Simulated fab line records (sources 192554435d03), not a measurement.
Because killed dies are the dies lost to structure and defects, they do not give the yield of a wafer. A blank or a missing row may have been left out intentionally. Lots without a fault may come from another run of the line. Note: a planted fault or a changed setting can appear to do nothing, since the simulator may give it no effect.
fab line records    flow n5_finfet
[record] lots = 7  wafers = 20  last_day = 17
route steps=1938 shown BEOL_M12@1637 PASSIVATION@1936
lots that met no fault: taken from a fault-free run of the same line
start_h: start of the lot's first displayed wafer, in hours after the record's first day    wait_h: hours since the lot's step before    " identical to the entry in the row above    L1.1+2: a row that stands for several wafers    - no value, or no start was given    * or withheld: withheld    < > ~ a bound
route shown NAME@n: names a module that has steps shown in the file, with the first one's number in the route    usual: the fault-free wafers' mean and standard deviation    same: alike in all rows    chamber/n: place in a boat    sites: the reading at each site    _std_site: the standard deviation of these    _edge_site: the outer-site mean with the inner-site mean subtracted    radius_mm: how far each site lies from the wafer's centre    mask NAME#n: copy n    behind: tool/chamber where the wafer was last shaped    hold: cause of the lot's hold/its duration in hours/its outcome    device: names the non-switching transistor (n, p or np)    end of line: at the end of the route, the tests of the same wafers    where a step has no rows: the recipe by itself    killed: dies lost to structure and defects at the first sort, not the wafer's yield    map: per-die view of a wafer (x killed, . not killed, _ where there is no die)
set.NAME: setting as actually run; set.NAME@STEP: the setting as run at that earlier step    model.NAME: the simulator's own value behind a step, which no gauge read
a table for each step, a row for each wafer; lots at some steps of the route
services: a tool's chamber out of use, with start hour (start_h, from the record's first day; less than 0 if before it), hours out, and reason
[[steps]]
[step N5_BEOL_M12_ETCH_68]
[recipe] chemistry = N2/H2  target = SOC  mask_material = SiARC  source_w = 3000  bias_w = 350  temp_c = 40  time_s = 285  ion_energy_ev = 200  pressure_mtorr = 30  n2_flow_sccm = 200  h2_flow_sccm = 200
[step N5_BEOL_M12_STRIP_69]
[recipe] chemistry = N2/H2  temp_c = 40  n2_flow_sccm = 200  h2_flow_sccm = 200  rf_frequency_hz = 6e+07
[step N5_BEOL_M12_TRENCH_ETCH_34]
[recipe] chemistry = C4F8/O2/Ar  target = SiOC  target_depth_a = 3189.5  mask_material = SOC  pressure_mtorr = 30  source_w = 3000  bias_w = 700  Ar_flow_sccm = 400  C4F8_flow_sccm = 15  O2_flow_sccm = 8  he_inner_torr = 15  he_outer_torr = 30  time_s = 125.5  ion_energy_ev = 250
[usual] C4F8_flow_sccm = 15.00/0.05  O2_flow_sccm = 7.998/0.025  drypump_motor_current_A = 5.8/0.32  oes_product_au = 0.79/0.064  rf_fwd_power_W = 2988/9.7  rf_vpp_V = 665/3.8  showerhead_plenum_p_Torr = 3.42/0.14  throttle_valve_pct = 24.2/0.31
lot.wafer  tool         chamber  start_h  wait_h  C4F8_flow_sccm  O2_flow_sccm  drypump_motor_current_A  oes_product_au  rf_fwd_power_W  rf_hours_counter_h  rf_vpp_V  showerhead_plenum_p_Torr  throttle_valve_pct
L991.4     rie_diel-01  0        251.92   0.1     15.04           7.960         6.1                      0.79            2989            -                   661       3.28                      23.8
L991.5     "            3        "        "       14.94           7.996         5.7                      0.75            2991            -                   662       3.28                      24.4
L991.6     "            2        "        "       15.03           8.009         6.2                      0.69            2977            -                   663       3.38                      24.1
L993.2     rie_diel-04  3        270.46   0.0     15.07           8.045         5.6                      0.81            2997            68                  670       3.61                      24.4
L993.5     "            1        "        "       14.97           8.040         6.2                      0.83            2988            -                   671       3.62                      24.3
L993.6     "            0        "        "       15.09           7.972         5.5                      0.82            2992            -                   662       3.31                      23.9
L997.2     rie_diel-03  3        280.29   0.0     15.04           7.955         6.0                      0.72            2981            202                 661       3.27                      24.5
L997.4     "            1        "        "       15.07           8.037         6.3                      0.87            2982            47                  663       3.34                      23.8
L997.6     "            1        "        "       14.97           7.978         6.4                      0.87            2984            -                   662       3.34                      23.8
L996.1     rie_diel-01  0        282.92   0.0     14.96           7.975         6.1                      0.78            2980            138                 662       3.27                      23.8
L996.5     "            0        "        "       14.97           7.932         6.1                      0.78            2988            -                   662       3.27                      23.8
L996.6     "            3        "        "       14.94           8.045         5.7                      0.74            2990            -                   663       3.27                      24.4
L998.2     rie_diel-01  0        294.55   0.0     15.00           8.044         6.0                      0.77            2981            143                 662       3.27                      23.8
L998.3     "            1        "        "       14.92           8.022         5.9                      0.92            2989            13                  663       3.35                      23.8
L998.5     "            0        "        "       15.01           8.002         6.1                      0.77            2999            -                   662       3.27                      23.8
L999.2     rie_diel-03  0        307.51   0.0     15.06           7.919         5.0                      0.85            2982            49                  663       3.32                      24.1
L999.3     "            2        "        "       14.99           8.005         5.5                      0.71            2997            190                 668       3.52                      24.6
L108.2     rie_diel-01  3        356.21   0.0     15.00           7.959         5.7                      0.72            2985            188                 661       3.26                      24.4
L108.3     "            1        "        "       15.07           8.011         6.0                      0.88            2989            36                  663       3.33                      23.9
L108.5     "            0        "        "       14.92           8.038         6.1                      0.75            2979            -                   660       3.26                      23.8
[step N5_BEOL_M12_STRIP_70]
[recipe] chemistry = C4F8/O2/Ar  resist = SiARC  rf_frequency_hz = 6e+07
[step N5_BEOL_M12_OCD_MEAS_35]
[usual] trench_depth_nm = 318/4.1
lot.wafer  tool    chamber  start_h  wait_h  trench_depth_nm
L991.4     ocd-01  -        252.02   0.0     316
L991.5     "       -        "        "       319
L991.6     "       -        "        "       315
L993.2     ocd-01  -        270.61   0.0     320
L993.5     "       -        "        "       323
L993.6     "       -        "        "       327
L997.2     ocd-02  -        280.45   0.0     311
L997.4     "       -        "        "       319
L997.6     "       -        "        "       323
L996.1     ocd-01  -        283.07   0.0     314
L996.5     "       -        "        "       315
L996.6     "       -        "        "       320
L998.2     ocd-02  -        294.71   0.0     315
L998.3     "       -        "        "       323
L998.5     "       -        "        "       313
L999.2     ocd-02  -        307.67   0.0     319
L999.3     "       -        "        "       312
L108.2     ocd-02  -        356.37   0.0     319
L108.3     "       -        "        "       323
L108.5     "       -        "        "       314
[step N5_BEOL_M12_STRIP_37]
[recipe] chemistry = N2/H2  power_w = 1000  temp_c = 250  h2_frac = 0.65  overash_fraction = 0.3  pressure_mtorr = withheld  n2_flow_sccm = 1750  h2_flow_sccm = 3250
[usual] drypump_motor_current_A = 5.4/0.45  heater_power_w = 333/24  oes_product_au = 0.789/0.011
lot.wafer  tool             chamber  start_h  wait_h  drypump_motor_current_A  heater_power_w  oes_product_au  rf_hours_counter_h
L991.4     plasma_asher-01  1        252.08   0.1     6.0                      371             0.792           -
L991.5     "                1        "        "       6.0                      367             0.786           -
L991.6     "                0        "        "       4.9                      329             0.795           -
L993.2     plasma_asher-01  0        270.65   0.0     4.9                      328             0.803           77
L993.5     "                0        "        "       4.9                      327             0.792           -
L993.6     "                1        "        "       6.0                      365             0.791           -
L997.2     plasma_asher-02  0        280.49   0.0     5.7                      299             0.796           125
L997.4     "                0        "        "       5.7                      301             0.781           -
L997.6     "                1        "        "       5.0                      350             0.785           -
L996.1     plasma_asher-02  0        283.11   0.0     5.8                      302             0.790           125
L996.5     "                1        "        "       5.0                      349             0.764           -
L996.6     "                0        "        "       5.8                      302             0.782           -
L998.2     plasma_asher-02  1        294.74   0.0     5.0                      351             0.818           128
L998.3     "                0        "        "       5.7                      300             0.792           -
L998.5     "                0        "        "       5.8                      299             0.776           -
L999.2     plasma_asher-02  1        307.70   0.0     5.0                      355             0.781           130
L999.3     "                0        "        "       5.7                      300             0.794           -
L108.2     plasma_asher-02  1        356.40   0.0     5.0                      348             0.780           139
L108.3     "                1        "        "       5.0                      337             0.761           -
L108.5     "                1        "        "       5.0                      343             0.788           -
[step N5_BEOL_M12_ETCH_38]
[recipe] chemistry = CF4/N2  target = SiCN  target_depth_a = 687  taper_deg = 2  time_s = 73.4  ion_energy_ev = 150  mask_material = SiO2  pressure_mtorr = 40  source_w = 430  bias_w = 70  Ar_flow_sccm = 100  cf4_flow_sccm = 60  n2_flow_sccm = 60
[step N5_BEOL_M12_PRECLEAN_39]
[recipe] chemistry = residue_remover  time_s = 60  temp_c = 40
[step N5_BEOL_M12_SRD_40]
[recipe] time_s = 30  temp_c = 23  rinse_liquid = diw  dry = n2_spin  spin_rpm = 1500  dry_time_s = 30
[step N5_BEOL_M12_DEGAS_41]
[recipe] ambient = vacuum  temp_c = 250  time_s = 60
[usual] heater_power_w = 327/42
lot.wafer  tool            chamber  start_h  wait_h  heater_power_w
L991.4     pvd_sputter-01  -        254.18   0.3     283
L991.5     "               -        "        "       363
L991.6     "               -        "        "       283
L993.2     pvd_sputter-03  -        273.28   1.4     328
L993.5     "               -        "        "       353
L993.6     "               -        "        "       364
L997.2     pvd_sputter-01  -        283.63   0.3     285
L997.4     "               -        "        "       247
L997.6     "               -        "        "       250
L996.1     pvd_sputter-03  -        284.03   0.4     348
L996.5     "               -        "        "       338
L996.6     "               -        "        "       325
L998.2     pvd_sputter-01  -        295.02   0.0     366
L998.3     "               -        "        "       285
L998.5     "               -        "        "       285
L999.2     pvd_sputter-01  -        308.09   0.0     383
L999.3     "               -        "        "       250
L108.2     pvd_sputter-02  -        361.62   0.4     365
L108.3     "               -        "        "       303
L108.5     "               -        "        "       310
[step N5_BEOL_M12_PRE_CLEAN_42]
[recipe] gas = H2/He  time_s = 30  temp_c = 250
[usual] heater_power_w = 327/41
lot.wafer  tool            chamber  start_h  wait_h  heater_power_w
L991.4     pvd_sputter-01  -        254.22   0.0     281
L991.5     "               -        "        "       372
L991.6     "               -        "        "       291
L993.2     pvd_sputter-03  -        273.32   0.0     329
L993.5     "               -        "        "       347
L993.6     "               -        "        "       368
L997.2     pvd_sputter-01  -        283.67   0.0     293
L997.4     "               -        "        "       244
L997.6     "               -        "        "       253
L996.1     pvd_sputter-03  -        284.07   0.0     344
L996.5     "               -        "        "       334
L996.6     "               -        "        "       326
L998.2     pvd_sputter-01  -        295.06   0.0     376
L998.3     "               -        "        "       288
L998.5     "               -        "        "       288
L999.2     pvd_sputter-01  -        308.13   0.0     388
L999.3     "               -        "        "       242
L108.2     pvd_sputter-02  -        361.66   0.0     364
L108.3     "               -        "        "       305
L108.5     "               -        "        "       314
[step N5_BEOL_M12_SPUTTER_43]
[recipe] material = TaN  target_thk_a = 150  temp_c = 50  bias_v = 168.6  power_w = 15000  chamber_pressure_pa = 0.12  time_s = 24.19
[usual] throttle_valve_pct = 30.1/1
lot.wafer  tool            chamber  start_h  wait_h  throttle_valve_pct
L991.4     pvd_sputter-01  -        254.26   0.0     31.7
L991.5     "               -        "        "       29.5
L991.6     "               -        "        "       32.1
L993.2     pvd_sputter-03  -        273.36   0.0     30.1
L993.5     "               -        "        "       28.5
L993.6     "               -        "        "       30.4
L997.2     pvd_sputter-01  -        283.71   0.0     31.9
L997.4     "               -        "        "       30.2
L997.6     "               -        "        "       30.0
L996.1     pvd_sputter-03  -        284.11   0.0     28.7
L996.5     "               -        "        "       31.0
L996.6     "               -        "        "       30.1
L998.2     pvd_sputter-01  -        295.10   0.0     29.6
L998.3     "               -        "        "       31.7
L998.5     "               -        "        "       31.9
L999.2     pvd_sputter-01  -        308.17   0.0     29.9
L999.3     "               -        "        "       29.7
L108.2     pvd_sputter-02  -        361.70   0.0     31.1
L108.3     "               -        "        "       30.8
L108.5     "               -        "        "       28.1
[step N5_BEOL_M12_SPUTTER_44]
[recipe] material = Ta  target_thk_a = 100  temp_c = 50  bias_v = 80  power_w = 15000  chamber_pressure_pa = 0.07  time_s = 16.13
[usual] throttle_valve_pct = 30.1/1.1
lot.wafer  tool            chamber  start_h  wait_h  throttle_valve_pct  model.Ta_of_BEOL_M12_SPUTTER_44.thk_nm
L991.4     pvd_sputter-01  -        254.34   0.0     31.9                10.2
L991.5     "               -        "        "       29.8                10
L991.6     "               -        "        "       31.8                10.2
L993.2     pvd_sputter-03  -        273.44   0.0     30.0                10.2
L993.5     "               -        "        "       28.5                10.2
L993.6     "               -        "        "       30.7                10.2
L997.2     pvd_sputter-01  -        283.79   0.0     32.1                7
L997.4     "               -        "        "       30.1                9.8
L997.6     "               -        "        "       30.0                9.8
L996.1     pvd_sputter-03  -        284.19   0.0     28.5                10
L996.5     "               -        "        "       31.5                10
L996.6     "               -        "        "       29.9                10
L998.2     pvd_sputter-01  -        295.18   0.0     29.7                7
L998.3     "               -        "        "       32.2                7
L998.5     "               -        "        "       32.1                9.8
L999.2     pvd_sputter-01  -        308.25   0.0     29.7                7.2
L999.3     "               -        "        "       29.7                7.4
L108.2     pvd_sputter-02  -        361.78   0.0     31.2                10
L108.3     "               -        "        "       30.4                10
L108.5     "               -        "        "       28.5                10
[step N5_BEOL_M12_SPUTTER_45]
[recipe] material = Cu  target_thk_a = 800  temp_c = -20  bias_v = 60  power_w = 26000  chamber_pressure_pa = 0.13  time_s = 13.33
[step N5_BEOL_M12_ECD_47]
[recipe] material = Cu  target_thk_a = 7200
[step N5_BEOL_M12_ANNEAL_48]
[recipe] temp_c = 225  time_s = 90  ambient = N2
[step N5_BEOL_M12_CMP_49]
[recipe] stop_on = SiOC  t_overpolish_s = 20.6  down_force_psi = 1  platen_rpm = 50  clearing_platen_down_force_psi = 1.5  clearing_platen_rpm = 50  post_cmp_clean = cu_alkaline  target_thk_nm = 320  clearing_platen_pad_velocity_m_s = 0.99484  pad_velocity_m_s = 0.99484
[usual] barrier_field_endpoint_s = 30.4/0.77  edge_zone_pressure_frac = 1.000/0.0052  head_pressure_psi = 0.9999/0.0023  motor_current_A = 6.1/0.76
lot.wafer  tool    chamber  start_h  wait_h  barrier_field_endpoint_s  edge_zone_pressure_frac  head_pressure_psi  motor_current_A
L991.4     cmp-04  3        255.04   0.2     30.6                      1.004                    1.0006             5.9
L991.6     "       2        "        "       31.4                      1.002                    0.9974             6.9
L991.5     "       3        "        "       30.2                      1.002                    0.9959             5.9
L993.2     cmp-02  0        274.12   0.2     29.6                      1.006                    0.9978             5.3
L993.6     "       3        "        "       30.5                      1.013                    0.9951             5.8
L993.5     "       0        "        "       30.0                      1.002                    1.0010             5.6
L997.4     cmp-04  2        284.42   0.1     30.1                      0.999                    1.0005             7.2
L997.2     "       1        "        "       25.7                      1.005                    1.0012             5.9
L997.6     "       2        "        "       29.5                      0.995                    0.9983             6.6
L996.1     cmp-03  3        285.70   0.4     31.0                      1.002                    1.0025             7.7
L996.6     "       2        "        "       30.7                      0.989                    1.0035             6.2
L996.5     "       3        "        "       29.8                      1.002                    0.9982             7.8
L998.2     cmp-04  0        295.85   0.2     25.5                      1.000                    1.0047             5.4
L998.3     "       3        "        "       26.4                      0.991                    0.9988             5.7
L998.5     "       1        "        "       29.7                      1.000                    1.0021             6.4
L999.3     cmp-03  2        309.33   0.2     27.4                      1.000                    1.0030             6.3
L999.2     "       0        "        "       26.4                      1.002                    0.9990             5.9
L108.2     cmp-03  1        362.62   0.3     31.0                      1.005                    0.9998             5.8
L108.3     "       2        "        "       31.5                      1.010                    1.0009             6.5
L108.5     "       0        "        "       31.1                      0.997                    1.0002             5.6
[step N5_BEOL_M12_THK_MEAS_50]
[recipe] thk_meas_gauge = xrf  reads = Cu_of_BEOL_M12_ECD_47
[usual] M12_THK = 323/4.7
lot.wafer  tool           chamber  start_h  wait_h  M12_THK[nm]
L991.4     film_metro-01  -        255.30   -       320
L991.5     "              -        "        "       324
L991.6     "              -        "        "       321
L993.2     film_metro-01  -        274.38   -       322
L993.5     "              -        "        "       326
L993.6     "              -        "        "       331
L997.2     film_metro-01  -        284.72   -       321
L997.4     "              -        "        "       325
L997.6     "              -        "        "       328
L996.1     film_metro-02  -        285.96   -       320
L996.5     "              -        "        "       319
L996.6     "              -        "        "       328
L998.2     film_metro-01  -        296.14   -       325
L998.3     "              -        "        "       330
L998.5     "              -        "        "       318
L999.2     film_metro-02  -        309.59   -       327
L999.3     "              -        "        "       319
L108.2     film_metro-02  -        362.84   -       323
L108.3     "              -        "        "       330
L108.5     "              -        "        "       319
[step N5_PASSIVATION_PROBE_49]
[usual] defect_limited_yield = 91.2/1.5  killed_at_M0_to_M3 = 32/9.6  killed_at_M4_up = 13/5.3  killed_at_contacts = 13/6.7  killed_at_front_end = 42/11  killed_at_other = 3.8/2.9  killed_dies = 103/17  killed_on_rim = 14/4.4  killed_open = 67/13  killed_short = 35/7.9  sort_bin_5_function = 5.2/0.94  sort_bin_6_memory = 3.3/0.64  sort_n_pass = 1077/17  sort_yield_pct = 91.2/1.5
[same] gross_dies = 1180  killed_at_back_side = 0  sort_bin_4_leakage[%] = 0  sort_bin_8_speed[%] = 0
lot.wafer  tool       chamber  start_h  wait_h  defect_limited_yield[%]  killed_at_M0_to_M3  killed_at_M4_up  killed_at_contacts  killed_at_front_end  killed_at_other  killed_dies  killed_on_rim  killed_open  killed_short  sort_bin_5_function[%]  sort_bin_6_memory[%]  sort_n_pass  sort_yield_pct[%]
L991.4     prober-01  -        291.98   0.2     90.8                     30                  16               9                   52                   2                109          14             68           40            4.9                     4.1                   1071         90.8
L991.5     prober-01  -        292.03   0.2     90.7                     31                  17               8                   53                   1                110          19             72           37            5.4                     3.7                   1070         90.7
L991.6     prober-01  -        292.08   0.3     92.3                     36                  8                2                   41                   4                91           8              60           29            4.7                     2.8                   1089         92.3
L993.2     prober-02  -        309.01   0.1     92.7                     31                  20               9                   24                   2                86           11             54           31            4.5                     2.5                   1094         92.7
L993.5     prober-02  -        309.16   0.2     92.1                     26                  13               4                   47                   3                93           10             56           29            5.2                     1.8                   1087         92.1
L993.6     prober-02  -        309.21   0.3     92.4                     17                  21               11                  40                   1                90           12             64           25            4.7                     2.9                   1090         92.4
L108.2     prober-02  -        412.32   0.1     93.2                     22                  11               15                  31                   1                80           7              58           22            4.6                     2.0                   1100         93.2
L108.3     prober-02  -        412.37   0.1     92.3                     29                  11               5                   45                   1                91           10             63           28            4.0                     3.6                   1089         92.3
L108.5     prober-02  -        412.47   0.2     93.4                     33                  13               10                  22                   0                78           14             49           28            3.6                     2.6                   1102         93.4
// killed by level:class
L991.4 FIN_SAQP:geometric_particle:open=13 FIN_SAQP:geometric_particle:short=13 BEOL_M3:geometric_particle:open=9 STI_FIN_REVEAL:geometric_particle:open=8 BEOL_M0_SAQP:geometric_particle:open=7 DUMMY_GATE:geometric_particle:open=6 MOL_CONTACT_COAG:geometric_particle:open=5 BEOL_M0_SAQP:geometric_particle:short=5
L991.5 FIN_SAQP:geometric_particle:open=16 FIN_SAQP:geometric_particle:short=13 BEOL_M0_SAQP:geometric_particle:open=11 DUMMY_GATE:geometric_particle:open=7 MOL_CONTACT_COAG:geometric_particle:open=7 BEOL_M3:geometric_particle:open=7 BEOL_M4:geometric_particle:open=5 GATE_CUT:geometric_particle:short=4
L991.6 BEOL_M3:geometric_particle:open=13 BEOL_M2:geometric_particle:open=10 FIN_SAQP:geometric_particle:short=7 FIN_SAQP:geometric_particle:open=6 STI_FIN_REVEAL:geometric_particle:open=5 DUMMY_GATE:geometric_particle:open=5 BEOL_M0_SAQP:geometric_particle:open=5 BEOL_M0_SAQP:geometric_particle:short=5
L993.2 MOL_CONTACT_COAG:geometric_particle:open=7 BEOL_M0_SAQP:geometric_particle:short=7 BEOL_M4:geometric_particle:open=7 BEOL_M2:geometric_particle:open=6 GATE_CUT:geometric_particle:short=6 FIN_SAQP:geometric_particle:open=5 BEOL_M0_SAQP:geometric_particle:open=5 STI_FIN_REVEAL:geometric_particle:open=4
L993.5 STI_FIN_REVEAL:geometric_particle:open=12 BEOL_M4:geometric_particle:open=10 FIN_SAQP:geometric_particle:open=8 HKMG_FIN:area_etch=8 BEOL_M1:geometric_particle:open=6 FIN_SAQP:geometric_particle:short=5 STARTING-WAFER:geometric_particle:short=4 STI_FIN_REVEAL:geometric_particle:short=3
L993.6 STI_FIN_REVEAL:geometric_particle:open=14 MOL_CONTACT_COAG:geometric_particle:open=9 BEOL_M4:geometric_particle:open=8 FIN_SAQP:geometric_particle:open=5 BEOL_M0:geometric_particle:open=5 STARTING-WAFER:geometric_particle:short=5 STI_FIN_REVEAL:geometric_particle:short=3 DUMMY_GATE:geometric_particle:open=3
L108.2 MOL_CONTACT_COAG:geometric_particle:open=11 DUMMY_GATE:geometric_particle:open=7 BEOL_M4:geometric_particle:open=7 STI_FIN_REVEAL:geometric_particle:open=5 BEOL_M0_SAQP:geometric_particle:open=5 GATE_CUT:geometric_particle:open=4 MOL_CONTACT_COAG:geometric_particle:short=4 BEOL_M3:geometric_particle:open=4
L108.3 DUMMY_GATE:geometric_particle:open=10 BEOL_M0_SAQP:geometric_particle:open=9 STI_FIN_REVEAL:geometric_particle:open=8 GATE_CUT:geometric_particle:open=6 GATE_CUT:geometric_particle:short=6 BEOL_M0_SAQP:geometric_particle:short=6 BEOL_M2:geometric_particle:open=6 ILD0:geometric_particle:open=5
L108.5 BEOL_M0_SAQP:geometric_particle:open=16 BEOL_M0_SAQP:geometric_particle:short=12 MOL_CONTACT_COAG:geometric_particle:open=7 FIN_SAQP:geometric_particle:open=5 GATE_CUT:geometric_particle:short=4 BEOL_M4:geometric_particle:open=4 FIN_SAQP:geometric_particle:short=3 DUMMY_GATE:geometric_particle:open=3
[[services]]
tool            chamber  start_h  hours  kind
cmp-03          -        243.11   0.5    repair
rie_diel-01     1        244.09   -      clean
rie_diel-01     1        244.09   -      consumable_replace:focus_ring
rie_diel-01     1        244.09   13.9   scheduled_down
rie_diel-01     1        244.09   13.9   vent_cycle
cmp-02          -        247.15   4.0    pm
cmp-02          -        251.15   -      consumable_replace:conditioner
cmp-04          -        252.97   1.8    repair
cmp-02          -        256.86   1.4    repair
pvd_sputter-03  -        271.86   1.3    repair
rie_diel-01     2        290.57   -      clean
rie_diel-01     2        290.57   -      consumable_replace:focus_ring
rie_diel-01     2        290.57   21.6   scheduled_down
rie_diel-01     2        290.57   21.6   vent_cycle
cmp-04          -        301.93   4.0    pm
cmp-04          -        305.93   -      consumable_replace:conditioner
cmp-04          -        305.93   -      consumable_replace:pad
cmp-04          -        323.99   2.3    repair
cmp-02          -        326.83   0.7    repair
rie_diel-04     1        344.77   30.9   repair
cmp-02          -        348.91   3.7    pm
cmp-03          -        350.81   3.5    repair
cmp-02          -        352.96   1.1    repair
rie_diel-03     -        361.14   2.8    pm
[[key]]
[first_sign] step = N5_BEOL_M12_CMP_49  reading = barrier_field_endpoint_s  direction = down  sigmas = 5.3  usual = 30.4  struck = 26.3
effect none on later readings
[model_effect] step = N5_BEOL_M12_SPUTTER_44  value = Ta_of_BEOL_M12_SPUTTER_44.thk_nm  without = 9.92  struck = 7.12
met_at N5_BEOL_M12_SPUTTER_44
struck_wafers L997.2,L998.2,L998.3,L999.2,L999.3
onset_between 254.34 283.79
[fault] kind = process_parameter_drift  tool = pvd_sputter-01  chamber = -  onset_h = 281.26  steps = N5_BEOL_M12_SPUTTER_44  channel = time_s  offset = *  shape = step  end_h = 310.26  scope = struck_wafers_only  acts_in = *  stated = *
